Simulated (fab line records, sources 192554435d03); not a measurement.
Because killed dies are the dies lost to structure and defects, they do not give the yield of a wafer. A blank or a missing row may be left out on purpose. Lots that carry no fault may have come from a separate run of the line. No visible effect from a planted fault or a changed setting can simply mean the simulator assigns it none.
Chamber matching -- flow n5 finfet -- uv cure-03 running N5_BEOL_M7_CURE_75: 3 sister chambers
The step cures SiCOH lowk, time 120 s. 6 wafers are shown with their chamber, then 12 later ones without.

WAFERS, EACH WITH ITS CHAMBER
wafer,chamber,wafer_temp_C_max,lamp power pct (%)
L074.3,2,371.3,52.30
L074.4,2,371.6,52.31
L086.3,1,371.1,52.27
L086.5,1,370.9,52.26
L095.4,0,371.1,52.27
L095.6,0,370.8,52.28

WAFERS WITHOUT THEIR CHAMBER
wafer,wafer_temp_C_max,lamp power pct (%)
L095.2,370.8,52.26
L095.3,371.1,52.28
L095.5,371.0,52.38
L096.2,371.3,52.45
L096.4,371.3,52.36
L096.5,371.0,52.30
L097.3,371.0,52.33
L097.5,371.0,52.24
L097.6,371.4,52.40
L091.3,371.5,52.35
L091.4,370.9,52.19
L091.5,371.6,52.33

WHICH CHAMBER EACH WENT THROUGH
wafer,from the rows above,in truth
L095.2,can't be placed: 1 or 0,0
L095.3,can't be placed: 0 or 1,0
L095.5,2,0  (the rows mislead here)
L096.2,2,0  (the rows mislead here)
L096.4,2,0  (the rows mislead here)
L096.5,can't be placed: 2 or 0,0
L097.3,2,2
L097.5,can't be placed: 1 or 0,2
L097.6,2,2
L091.3,2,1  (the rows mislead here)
L091.4,can't be placed: 1 or 0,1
L091.5,2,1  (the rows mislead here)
Placed correctly: 2 of 12. Not placeable from these rows: 5 (in 4, the candidates include the true chamber). Number placed wrongly: 5.
How it was worked out, from the rows above alone: a wafer's distance from a chamber is the root of the sum, over the readings, of the square of ((its reading less the chamber's mean) divided by the reading's scatter). If the next closest chamber is less than 2 further off than the closest, the wafer can't be placed; otherwise it belongs to the closest. The mean given for a chamber averages the wafers shown for that chamber. The scatter: take each reading less its chamber's mean, square it, sum over the shown wafers, divide by the number of wafers less the number of chambers, and take the root.
